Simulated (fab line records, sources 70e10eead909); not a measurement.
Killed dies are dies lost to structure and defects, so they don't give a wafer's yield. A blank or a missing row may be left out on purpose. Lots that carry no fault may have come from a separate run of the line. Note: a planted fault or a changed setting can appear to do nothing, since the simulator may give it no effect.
Chamber matching ; flow nand harc ; NHARC_P_M1_PRE_CLEAN_32 on pecvd-01: 3 sister chambers
The step time 12 s. 16 wafers are shown with their chamber, then 8 later ones without.

EACH WAFER AND ITS CHAMBER
wafer;chamber;heater power w (W);heater power outer w (W);rf fwd power W (W)
L076.3;0;597;347;293.8
L076.5;2;684;382;292.5
L076.6;1;648;374;293.0
L077.2;1;671;408;293.1
L077.4;1;667;386;293.6
L077.6;0;571;309;293.1
L078.3;2;689;407;292.3
L078.4;1;618;368;293.2
L078.5;2;700;403;293.1
L079.2;1;707;410;291.4
L079.5;1;685;409;291.5
L079.6;2;733;450;293.6
L081.2;0;611;332;292.2
L081.4;1;687;399;293.5
L081.6;0;588;331;294.6
L086.4;0;653;383;290.6

SIGNATURES (means of the wafers above)
reading;chamber 0;chamber 1;chamber 2;scatter within a chamber
heater power w;604.00;669.00;701.50;28.3
heater power outer w;340.40;393.43;410.50;23.7
rf fwd power W;292.860;292.757;292.875;1.1
Rule: a wafer lies at a distance from a chamber equal to the root of the sum of squares, over the readings, of (its reading less the chamber's mean, divided by the reading's scatter). The wafer belongs to the nearest chamber; if the next one is less than 2 further off, it can't be placed. The scatter: the root of (the sum of the squares of (reading less its chamber's mean) over the shown wafers, divided by (wafers less chambers)).

WAFERS MISSING THEIR CHAMBER
wafer;heater power w (W);heater power outer w (W);rf fwd power W (W)
L086.5;705;418;291.6
L086.6;680;399;292.6
L095.1;669;394;291.9
L095.4;655;393;291.9
L095.5;622;356;292.8
L096.2;652;372;292.7
L096.4;671;372;293.2
L096.5;663;388;293.3

WHICH CHAMBER EACH WENT THROUGH
wafer;from the rows above;in truth
L086.5;can't be placed: 2 or 1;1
L086.6;can't be placed: 1 or 2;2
L095.1;can't be placed: 1 or 2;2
L095.4;can't be placed: 1 or 2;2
L095.5;can't be placed: 0 or 1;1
L096.2;can't be placed: 1 or 0 or 2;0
L096.4;can't be placed: 1 or 2 or 0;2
L096.5;can't be placed: 1 or 2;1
Placed correctly: 0 of 8. Unplaceable from these rows: 8, with the true chamber sitting among the candidates in 8. Wrongly placed: 0.
